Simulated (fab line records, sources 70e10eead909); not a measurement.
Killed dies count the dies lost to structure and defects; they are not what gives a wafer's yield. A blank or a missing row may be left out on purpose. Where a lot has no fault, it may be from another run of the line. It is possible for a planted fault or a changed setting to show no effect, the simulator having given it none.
fab line records	flow nandHarc	part 1 of 2: steps 1 to 23 of 34
[record] lots = 5	wafers = 15	lastDay = 25
route steps=1159 shown A_STAIRCASE@620
lots that met no fault: from a run of the same line without faults
startH: start of the lot's first displayed wafer, in hours after the record's first day	waitH: time in hours since the lot's previous step	" same as the row above	L1.1+2: a single row standing in for several wafers	- no value, or no start given	* or withheld: withheld	< > ~ a bound
route shown NAME@n: names a module that has steps shown in the file, with the first one's number in the route	usual: mean/standard deviation of fault-free wafers	same: alike in all rows	chamber/n: place in a boat	sites: readings site by site	_std_site: their standard deviation	_edge_site: the outer-site mean with the inner-site mean subtracted	radiusMm: for every site, how far away it sits from the centre of the wafer	mask NAME#n: copy n	behind: the tool/chamber that last shaped the wafer	hold: the reason the lot was held/the length of the hold in hours/how it ended	device: whichever transistor did not switch (one of n, p or np)	end of line: the route-end tests of the same wafers	step lacking rows: just its recipe	killed: the dies lost at the first sort to structure and to defects; this is not the yield of the wafer	map: dies across one wafer; x = killed, . = not, _ = none there
set.NAME: the setting as run; set.NAME@STEP: as run at that earlier step	model.NAME: the simulator's own value behind a step, which no gauge read
a table for each step, a row for each wafer; lots at some steps of the route
services: a tool's chamber out of use, with start hour (startH, from the record's first day; less than 0 if before it), hours out, and reason
[[steps]]
[step NHARC_A_STAIRCASE_TRIM_226]
[recipe] timeS = 211.2	o2FlowSccm = 500	arFlowSccm = 0	biasW = 0	chemistry = O2
[usual] drypumpMotorCurrentA = 5.8/0.36	o2FlowSccm = 499.9/1.5	oesProductAu = 1.003/0.0086	rfVppV = 57.6/0.92	showerheadPlenumPTorr = 3.53/0.1	throttleValvePct = 17.036/0.0087
lot.wafer	tool	chamber	startH	waitH	drypumpMotorCurrentA	o2FlowSccm	oesProductAu	rfHoursCounterH	rfVppV	showerheadPlenumPTorr	throttleValvePct
L076.3	rieDiel-04	1	-	-	5.0	498.8	0.994	52	57.4	3.49	17.034
L076.2	"	0	"	"	5.9	500.6	1.009	57	57.4	3.61	17.045
L076.5	"	2	"	"	5.6	500.6	0.988	-	57.3	3.45	17.039
L079.4	rieDiel-05	2	-	-	5.4	500.4	0.996	41	56.6	3.49	17.029
L079.3	"	3	"	"	6.0	497.9	1.001	39	56.0	3.35	17.029
L079.5	"	3	"	"	5.9	497.9	1.004	-	56.1	3.35	17.038
L082.2	rieDiel-05	1	-	-	6.0	499.2	1.014	50	59.3	3.65	17.035
L082.3	"	2	"	"	5.5	500.3	1.006	48	58.6	3.48	17.047
L082.6	"	0	"	"	6.1	497.9	1.013	-	58.8	3.55	17.041
L086.4	rieDiel-04	1	-	-	5.0	499.7	0.998	12	57.1	3.48	17.039
L086.6	"	2	"	"	5.6	500.9	0.986	-	57.7	3.44	17.038
L086.5	"	3	"	"	6.2	501.0	1.006	-	57.7	3.55	17.052
L097.4	rieDiel-04	1	-	-	5.0	499.7	0.994	36	56.2	3.47	17.048
L097.3	"	0	"	"	6.0	499.4	1.011	37	58.7	3.59	17.045
L097.5	"	2	"	"	5.7	500.0	1.003	-	59.2	3.42	17.029
[step NHARC_A_STAIRCASE_ETCH_227]
[recipe] targetDepthA = 1000	timeS = 40.5	ionEnergyEv = 400	c4f8FlowSccm = 20	o2FlowSccm = 10	arFlowSccm = withheld	rfW = 600	biasW = 1000	chemistry = C4F8/O2
[usual] oesProductAu = 0.943/0.0098	rfVppV = 896/3.7
lot.wafer	tool	chamber	startH	waitH	oesProductAu	rfHoursCounterH	rfVppV
L076.2	rieDiel-04	2	-	-	0.947	48	893
L076.3	"	1	"	"	0.938	52	895
L076.5	"	2	"	"	0.944	-	892
L079.4	rieDiel-05	1	-	-	0.948	43	899
L079.3	"	2	"	"	0.946	42	896
L079.5	"	1	"	"	0.948	-	900
L082.2	rieDiel-05	2	-	-	0.923	48	895
L082.3	"	1	"	"	0.923	50	900
L082.6	"	3	"	"	0.929	-	889
L086.4	rieDiel-04	3	-	-	0.943	11	897
L086.5	"	1	"	"	0.947	-	893
L086.6	"	2	"	"	0.931	-	893
L097.4	rieDiel-04	3	-	-	0.958	38	897
L097.3	"	2	"	"	0.926	37	893
L097.5	"	0	"	"	0.962	-	899
[step NHARC_A_STAIRCASE_TRIM_229]
[recipe] timeS = 211.2	o2FlowSccm = 500	arFlowSccm = 0	biasW = 0	chemistry = O2
[usual] drypumpMotorCurrentA = 5.8/0.32	o2FlowSccm = 500.1/1.5	oesProductAu = 1.004/0.0076	rfVppV = 57.8/1	showerheadPlenumPTorr = 3.55/0.11	throttleValvePct = 17.035/0.0091
lot.wafer	tool	chamber	startH	waitH	drypumpMotorCurrentA	o2FlowSccm	oesProductAu	rfHoursCounterH	rfVppV	showerheadPlenumPTorr	throttleValvePct
L076.3	rieDiel-11	3	263.42	0.1	5.9	502.2	1.001	22	58.6	3.62	17.044
L076.2	"	0	"	"	5.3	501.1	1.008	21	58.1	3.52	17.045
L076.5	"	1	"	"	5.5	500.0	1.002	-	56.8	3.61	17.040
L079.3	rieDiel-04	3	275.60	0.1	6.2	498.8	1.002	63	57.9	3.56	17.033
L079.4	"	0	"	"	6.0	500.5	1.020	-	57.0	3.61	17.026
L079.5	"	2	"	"	5.7	500.5	1.000	-	57.6	3.45	17.040
L082.2	rieDiel-05	3	295.47	0.1	5.9	499.5	0.996	46	57.0	3.34	17.044
L082.3	"	0	"	"	6.1	499.4	1.012	47	57.2	3.55	17.044
L082.6	"	0	"	"	6.1	498.3	1.021	-	58.9	3.55	17.034
L086.4	rieDiel-11	1	333.24	0.1	5.5	501.1	0.986	44	57.5	3.59	17.025
L086.5	"	1	"	"	5.6	504.5	0.992	-	58.3	3.60	17.037
L086.6	"	2	"	"	6.1	502.2	1.016	-	59.3	3.75	17.032
L097.4	rieDiel-05	0	385.56	0.1	6.2	498.8	1.008	11	56.9	3.53	17.030
L097.3	"	2	"	"	5.4	499.4	1.009	17	57.0	3.47	17.043
L097.5	"	0	"	"	6.2	499.0	1.009	-	59.5	3.53	17.040
[step NHARC_A_STAIRCASE_ETCH_230]
[recipe] targetDepthA = 1000	timeS = 40.5	ionEnergyEv = 400	c4f8FlowSccm = 20	o2FlowSccm = 10	arFlowSccm = withheld	rfW = 600	biasW = 1000	chemistry = C4F8/O2
[usual] oesProductAu = 0.951/0.015	rfVppV = 897/4.2
lot.wafer	tool	chamber	startH	waitH	oesProductAu	rfHoursCounterH	rfVppV
L076.2	rieDiel-11	3	-	-	0.952	22	898
L076.3	"	0	"	"	0.964	21	895
L076.5	"	1	"	"	0.944	-	898
L079.3	rieDiel-04	0	-	-	0.950	63	899
L079.5	"	0	"	"	0.956	-	898
L079.4	"	3	"	"	0.932	-	897
L082.3	rieDiel-05	2	-	-	0.946	48	896
L082.2	"	3	"	"	0.935	46	889
L082.6	"	2	"	"	0.948	-	895
L086.4	rieDiel-11	1	-	-	0.931	44	898
L086.5	"	2	"	"	0.951	-	902
L086.6	"	3	"	"	0.953	-	899
L097.3	rieDiel-05	3	-	-	0.976	17	889
L097.4	"	1	"	"	0.964	4	900
L097.5	"	2	"	"	0.983	-	893
[step NHARC_A_STAIRCASE_TRIM_231]
[recipe] timeS = 211.2	o2FlowSccm = 500	arFlowSccm = 0	biasW = 0	chemistry = O2
[usual] drypumpMotorCurrentA = 5.8/0.31	o2FlowSccm = 500.1/1.5	oesProductAu = 1.005/0.0079	rfVppV = 57.7/0.86	showerheadPlenumPTorr = 3.55/0.11	throttleValvePct = 17.038/0.0091
lot.wafer	tool	chamber	startH	waitH	drypumpMotorCurrentA	o2FlowSccm	oesProductAu	rfHoursCounterH	rfVppV	showerheadPlenumPTorr	throttleValvePct
L076.3	rieDiel-11	0	-	-	5.3	503.1	1.007	21	57.5	3.52	17.052
L076.2	"	1	"	"	5.6	501.6	0.999	20	58.1	3.61	17.027
L076.5	"	2	"	"	6.0	498.7	1.009	-	59.1	3.76	17.037
L079.3	rieDiel-04	2	-	-	5.7	498.7	1.007	52	56.4	3.45	17.039
L079.4	"	3	"	"	6.2	498.5	0.996	-	58.2	3.56	17.044
L079.5	"	2	"	"	5.6	499.6	0.999	-	57.2	3.45	17.032
L082.2	rieDiel-05	3	-	-	6.0	499.1	1.000	46	55.7	3.34	17.031
L082.3	"	0	"	"	6.1	499.7	1.018	47	57.2	3.55	17.035
L082.6	"	2	"	"	5.5	498.0	0.997	-	58.3	3.48	17.043
L086.4	rieDiel-11	1	-	-	5.6	500.5	0.992	44	57.9	3.59	17.039
L086.5	"	3	"	"	5.9	497.4	1.012	-	58.8	3.60	17.039
L086.6	"	0	"	"	5.3	501.9	1.013	-	57.5	3.51	17.035
L097.3	rieDiel-05	1	-	-	6.0	499.5	1.004	4	57.5	3.64	17.030
L097.4	"	0	"	"	6.1	500.4	1.012	12	57.6	3.53	17.031
L097.5	"	1	"	"	6.0	499.8	1.002	-	57.7	3.64	17.030
[step NHARC_A_STAIRCASE_ETCH_232]
[recipe] targetDepthA = 1000	timeS = 40.5	ionEnergyEv = 400	c4f8FlowSccm = 20	o2FlowSccm = 10	arFlowSccm = withheld	rfW = 600	biasW = 1000	chemistry = C4F8/O2
[usual] oesProductAu = 0.948/0.011	rfVppV = 897/4.2
lot.wafer	tool	chamber	startH	waitH	oesProductAu	rfHoursCounterH	rfVppV
L076.2	rieDiel-11	1	-	-	0.929	20	899
L076.3	"	3	"	"	0.952	23	901
L076.5	"	2	"	"	0.932	-	905
L079.3	rieDiel-04	2	-	-	0.959	52	892
L079.5	"	0	"	"	0.957	-	899
L079.4	"	2	"	"	0.956	-	893
L082.3	rieDiel-05	2	-	-	0.947	48	893
L082.2	"	0	"	"	0.949	47	896
L082.6	"	3	"	"	0.951	-	889
L086.4	rieDiel-11	3	-	-	0.952	44	899
L086.6	"	1	"	"	0.929	-	898
L086.5	"	2	"	"	0.950	-	905
L097.4	rieDiel-05	2	-	-	0.954	17	894
L097.3	"	3	"	"	0.958	17	889
L097.5	"	2	"	"	0.948	-	895
[step NHARC_A_STAIRCASE_TRIM_233]
[recipe] timeS = 211.2	o2FlowSccm = 500	arFlowSccm = 0	biasW = 0	chemistry = O2
[usual] drypumpMotorCurrentA = 5.8/0.32	o2FlowSccm = 500.3/1.5	oesProductAu = 1.004/0.0088	rfVppV = 57.8/0.88	showerheadPlenumPTorr = 3.54/0.11	throttleValvePct = 17.036/0.0078
lot.wafer	tool	chamber	startH	waitH	drypumpMotorCurrentA	o2FlowSccm	oesProductAu	rfHoursCounterH	rfVppV	showerheadPlenumPTorr	throttleValvePct
L076.3	rieDiel-11	1	-	-	5.5	502.0	0.988	21	58.7	3.61	17.026
L076.2	"	2	"	"	6.1	501.1	0.991	22	59.0	3.76	17.043
L076.5	"	1	"	"	5.5	500.1	0.992	-	57.6	3.61	17.042
L079.3	rieDiel-04	3	-	-	6.1	498.0	0.998	64	59.7	3.56	17.037
L079.4	"	2	"	"	5.6	502.0	0.992	-	57.5	3.45	17.043
L079.5	"	3	"	"	6.1	498.6	1.001	-	57.8	3.56	17.029
L082.3	rieDiel-05	3	-	-	6.0	501.9	0.995	46	57.8	3.34	17.032
L082.2	"	0	"	"	6.1	500.8	1.012	47	58.2	3.55	17.032
L082.6	"	2	"	"	5.4	499.6	0.989	-	57.1	3.48	17.031
L086.4	rieDiel-11	2	-	-	6.1	499.7	1.009	47	59.0	3.75	17.025
L086.5	"	3	"	"	5.9	500.4	1.007	-	57.1	3.60	17.026
L086.6	"	0	"	"	5.3	499.7	1.018	-	57.6	3.51	17.038
L097.4	rieDiel-05	3	-	-	5.9	502.3	1.004	17	56.6	3.32	17.043
L097.3	"	1	"	"	6.0	498.8	0.998	4	56.5	3.64	17.040
L097.5	"	3	"	"	5.9	502.3	0.993	-	58.2	3.32	17.039
[step NHARC_A_STAIRCASE_ETCH_234]
[recipe] targetDepthA = 1000	timeS = 40.5	ionEnergyEv = 400	c4f8FlowSccm = 20	o2FlowSccm = 10	arFlowSccm = withheld	rfW = 600	biasW = 1000	chemistry = C4F8/O2
[usual] oesProductAu = 0.945/0.01	rfVppV = 897/4
lot.wafer	tool	chamber	startH	waitH	oesProductAu	rfHoursCounterH	rfVppV
L076.3	rieDiel-11	1	-	-	0.936	21	900
L076.2	"	3	"	"	0.953	23	899
L076.5	"	2	"	"	0.949	-	904
L079.3	rieDiel-04	3	-	-	0.942	64	896
L079.5	"	3	"	"	0.943	-	897
L079.4	"	0	"	"	0.955	-	898
L082.2	rieDiel-05	3	-	-	0.935	46	888
L082.3	"	0	"	"	0.942	47	896
L082.6	"	1	"	"	0.949	-	899
L086.4	rieDiel-11	1	-	-	0.945	45	898
L086.6	"	2	"	"	0.943	-	903
L086.5	"	3	"	"	0.948	-	899
L097.4	rieDiel-05	2	-	-	0.955	17	894
L097.3	"	3	"	"	0.953	17	888
L097.5	"	2	"	"	0.968	-	892
[step NHARC_A_STAIRCASE_TRIM_235]
[recipe] timeS = 211.2	o2FlowSccm = 500	arFlowSccm = 0	biasW = 0	chemistry = O2
[usual] drypumpMotorCurrentA = 5.8/0.32	o2FlowSccm = 499.9/1.5	oesProductAu = 1.004/0.007	rfVppV = 58.0/0.96	showerheadPlenumPTorr = 3.55/0.11	throttleValvePct = 17.036/0.0093
lot.wafer	tool	chamber	startH	waitH	drypumpMotorCurrentA	o2FlowSccm	oesProductAu	rfHoursCounterH	rfVppV	showerheadPlenumPTorr	throttleValvePct
L076.2	rieDiel-11	1	-	-	5.5	501.0	0.997	21	57.9	3.61	17.025
L076.3	"	2	"	"	6.1	501.3	0.997	22	57.6	3.76	17.041
L076.5	"	1	"	"	5.5	500.8	0.999	-	56.5	3.61	17.054
L079.3	rieDiel-04	2	-	-	5.6	498.2	0.999	52	60.1	3.45	17.048
L079.4	"	2	"	"	5.6	499.7	0.998	-	57.8	3.45	17.034
L079.5	"	3	"	"	6.2	498.4	1.001	-	57.1	3.56	17.018
L082.3	rieDiel-05	1	-	-	6.0	504.3	1.015	51	58.4	3.65	17.033
L082.2	"	3	"	"	6.0	501.4	1.008	46	57.0	3.34	17.028
L082.6	"	1	"	"	6.0	500.5	1.013	-	59.6	3.65	17.013
L086.4	rieDiel-11	3	-	-	5.9	501.7	1.011	45	57.8	3.60	17.053
L086.5	"	3	"	"	5.9	499.6	1.001	-	57.7	3.60	17.043
L086.6	"	0	"	"	5.3	499.1	1.015	-	57.8	3.51	17.037
L097.3	rieDiel-05	0	-	-	6.1	498.8	1.005	12	57.4	3.53	17.031
L097.4	"	1	"	"	6.0	502.0	1.006	4	59.3	3.64	17.020
L097.5	"	3	"	"	5.9	499.3	0.994	-	56.3	3.33	17.030
[step NHARC_A_STAIRCASE_ETCH_236]
[recipe] targetDepthA = 1000	timeS = 40.5	ionEnergyEv = 400	c4f8FlowSccm = 20	o2FlowSccm = 10	arFlowSccm = withheld	rfW = 600	biasW = 1000	chemistry = C4F8/O2
[usual] oesProductAu = 0.945/0.013	rfVppV = 897/3.9
lot.wafer	tool	chamber	startH	waitH	oesProductAu	rfHoursCounterH	rfVppV
L076.3	rieDiel-11	3	-	-	0.944	23	898
L076.2	"	0	"	"	0.940	22	896
L076.5	"	1	"	"	0.942	-	899
L079.3	rieDiel-04	2	-	-	0.947	52	893
L079.4	"	2	"	"	0.950	-	893
L079.5	"	3	"	"	0.950	-	897
L082.2	rieDiel-05	3	-	-	0.938	46	889
L082.3	"	2	"	"	0.942	49	896
L082.6	"	3	"	"	0.942	-	888
L086.4	rieDiel-11	3	-	-	0.939	45	898
L086.5	"	0	"	"	0.941	-	895
L086.6	"	1	"	"	0.949	-	897
L097.4	rieDiel-05	3	-	-	0.947	17	888
L097.3	"	0	"	"	0.957	12	897
L097.5	"	1	"	"	0.955	-	900
[step NHARC_A_STAIRCASE_STRIP_238]
[recipe] powerW = 1500	tempC = 250	chemistry = O2
[usual] drypumpMotorCurrentA = 6.1/0.33	heaterPowerW = 310/13	tempC = 250.01/0.16
lot.wafer	tool	chamber	startH	waitH	drypumpMotorCurrentA	heaterPowerW	rfHoursCounterH	tempC
L076.2	plasmaAsher-02	1	264.56	0.1	6.6	292	25	249.80
L076.3	"	1	"	"	6.6	296	-	249.70
L076.5	"	1	"	"	6.6	305	-	249.91
L079.3	plasmaAsher-02	0	277.17	0.4	6.0	308	-	250.18
L079.4	"	1	"	"	6.6	312	-	249.96
L079.5	"	0	"	"	5.9	298	-	249.89
L082.2	plasmaAsher-02	0	296.64	0.1	6.0	308	37	250.23
L082.3	"	0	"	"	5.9	305	-	249.97
L082.6	"	1	"	"	6.6	304	-	249.92
L086.4	plasmaAsher-01	1	334.58	0.2	5.9	317	-	250.01
L086.6	"	1	"	"	5.8	306	-	250.02
L086.5	"	0	"	"	5.8	329	-	250.08
L097.4	plasmaAsher-01	1	386.73	0.2	5.9	302	-	249.88
L097.3	"	0	"	"	5.8	332	-	250.03
L097.5	"	1	"	"	5.8	303	-	249.94
[step NHARC_A_STAIRCASE_STRIP_239]
[recipe] timeS = 900	tempC = 130	chemistry = SPM
[usual] tempC = 130.01/0.13
lot.wafer	tool	chamber	startH	waitH	tempC
L076.5	wetBench-07	3	264.92	0.1	129.98
L076.2	"	5	"	"	130.07
L076.3	"	7	"	"	130.16
L079.5	wetBench-01	0	277.42	0.1	130.21
L079.3	"	2	"	"	130.10
L079.4	"	3	"	"	130.01
L082.6	wetBench-01	2	296.94	0.1	129.87
L082.3	"	3	"	"	129.88
L082.2	"	4	"	"	129.91
L086.6	wetBench-02	4	334.85	0.1	129.87
L086.5	"	5	"	"	130.09
L086.4	"	7	"	"	130.14
L097.3	wetBench-01	6	386.98	0.2	130.15
L097.5	"	0	"	"	130.12
L097.4	"	3	"	"	129.99
[step NHARC_A_STAIRCASE_PRECLEAN_240]
[recipe] timeS = *	tempC = 50	bathAgeMin = 0	chemistry = SC1
[usual] diwFlowMLMin = 1415/4.3	tempC = 50.00/0.11
lot.wafer	tool	chamber	startH	waitH	diwFlowMLMin	tempC
L076.5	wetBench-07	3	-	-	1423	50.07
L076.2	"	5	"	"	1412	49.95
L076.3	"	7	"	"	1414	49.91
L079.5	wetBench-01	0	-	-	1416	50.15
L079.3	"	2	"	"	1416	49.84
L079.4	"	3	"	"	1411	50.02
L082.6	wetBench-01	2	-	-	1413	49.92
L082.3	"	3	"	"	1420	50.15
L082.2	"	4	"	"	1412	50.10
L086.6	wetBench-02	4	-	-	1408	50.25
L086.5	"	5	"	"	1416	49.91
L086.4	"	7	"	"	1413	49.88
L097.3	wetBench-01	6	-	-	1415	50.01
L097.5	"	0	"	"	1413	49.92
L097.4	"	3	"	"	1416	50.06
[step NHARC_A_STAIRCASE_SRD_241]
lot.wafer	tool	chamber	startH	waitH
L076.5+2+3	wetBench-07	3,5,7	-	-
L079.5+3+4	wetBench-01	0,2,3	-	-
L082.6+3+2	wetBench-01	2,3,4	-	-
L086.6+5+4	wetBench-02	4,5,7	-	-
L097.3+5+4	wetBench-01	6,0,3	-	-
[step NHARC_A_STAIRCASE_DEHYDRATE_242]
[recipe] tempC = 150	timeS = 120
lot.wafer	tool	chamber	startH	waitH
L076.2+3+5	lithoTrack-03	0	265.39	-
L079.3+4+5	lithoTrack-02	0	277.88	-
L082.2+3+6	lithoTrack-07	0	297.39	-
L086.4+5+6	lithoTrack-07	0	335.29	-
L097.3+4+5	lithoTrack-03	0	387.44	-
[step NHARC_A_STAIRCASE_HMDS_243]
[recipe] timeS = 30
lot.wafer	tool	chamber	startH	waitH
L076.2+3+5	lithoTrack-03	0	-	-
L079.3+4+5	lithoTrack-02	0	-	-
L082.2+3+6	lithoTrack-07	0	-	-
L086.4+5+6	lithoTrack-07	0	-	-
L097.3+4+5	lithoTrack-03	0	-	-
[step NHARC_A_STAIRCASE_COAT_244]
[recipe] spinRpm = 1200
lot.wafer	tool	chamber	startH	waitH
L076.2+3+5	lithoTrack-03	0	-	-
L079.3+4+5	lithoTrack-02	0	-	-
L082.2+3+6	lithoTrack-07	0	-	-
L086.4+5+6	lithoTrack-07	0	-	-
L097.3+4+5	lithoTrack-03	0	-	-
[step NHARC_A_STAIRCASE_SOFTBAKE_245]
[recipe] tempC = 135	timeS = 170
lot.wafer	tool	chamber	startH	waitH
L076.2+3+5	lithoTrack-03	0	-	-
L079.3+4+5	lithoTrack-02	0	-	-
L082.2+3+6	lithoTrack-07	0	-	-
L086.4+5+6	lithoTrack-07	0	-	-
L097.3+4+5	lithoTrack-03	0	-	-
[step NHARC_A_STAIRCASE_EBR_246]
lot.wafer	tool	chamber	startH	waitH
L076.2+3+5	lithoTrack-03	0	-	-
L079.3+4+5	lithoTrack-02	0	-	-
L082.2+3+6	lithoTrack-07	0	-	-
L086.4+5+6	lithoTrack-07	0	-	-
L097.3+4+5	lithoTrack-03	0	-	-
[step NHARC_A_STAIRCASE_EXPOSE_247]
[recipe] na = 0.5	doseMj = 25.34	maskId = SDS_1
[same] na = 0.5
lot.wafer	tool	chamber	startH	waitH	mask
L076.2+3+5	krfScanner-01	0	265.72	-	SDS_1#0
L079.3+4+5	krfScanner-02	0	278.22	-	SDS_1#0
L082.2+3+6	krfScanner-01	0	297.73	-	SDS_1#0
L086.4+5+6	krfScanner-01	0	335.53	-	SDS_1#0
L097.3+4+5	krfScanner-02	0	387.78	-	SDS_1#0
[step NHARC_A_STAIRCASE_PEB_248]
[recipe] pebTempC = 115	pebTimeS = 130
lot.wafer	tool	chamber	startH	waitH
L076.2+3+5	lithoTrack-02	0	265.79	0.1
L079.3+4+5	lithoTrack-07	0	278.28	0.0
L082.2+3+6	lithoTrack-02	0	297.79	0.1
L086.4+5+6	lithoTrack-07	0	335.58	0.0
L097.3+4+5	lithoTrack-03	0	387.84	0.1
[step NHARC_A_STAIRCASE_DEVELOP_249]
[recipe] timeS = 140
lot.wafer	tool	chamber	startH	waitH
L076.2+3+5	lithoTrack-02	0	-	-
L079.3+4+5	lithoTrack-07	0	-	-
L082.2+3+6	lithoTrack-02	0	-	-
L086.4+5+6	lithoTrack-07	0	-	-
L097.3+4+5	lithoTrack-03	0	-	-
[step NHARC_A_STAIRCASE_HARDBAKE_251]
[recipe] tempC = 120	timeS = 140
lot.wafer	tool	chamber	startH	waitH
L076.2+3+5	lithoTrack-02	0	266.02	-
L079.3+4+5	lithoTrack-02	0	278.50	-
L082.2+3+6	lithoTrack-03	0	298.02	-
L086.4+5+6	lithoTrack-07	0	335.81	-
L097.3+4+5	lithoTrack-02	0	388.06	-
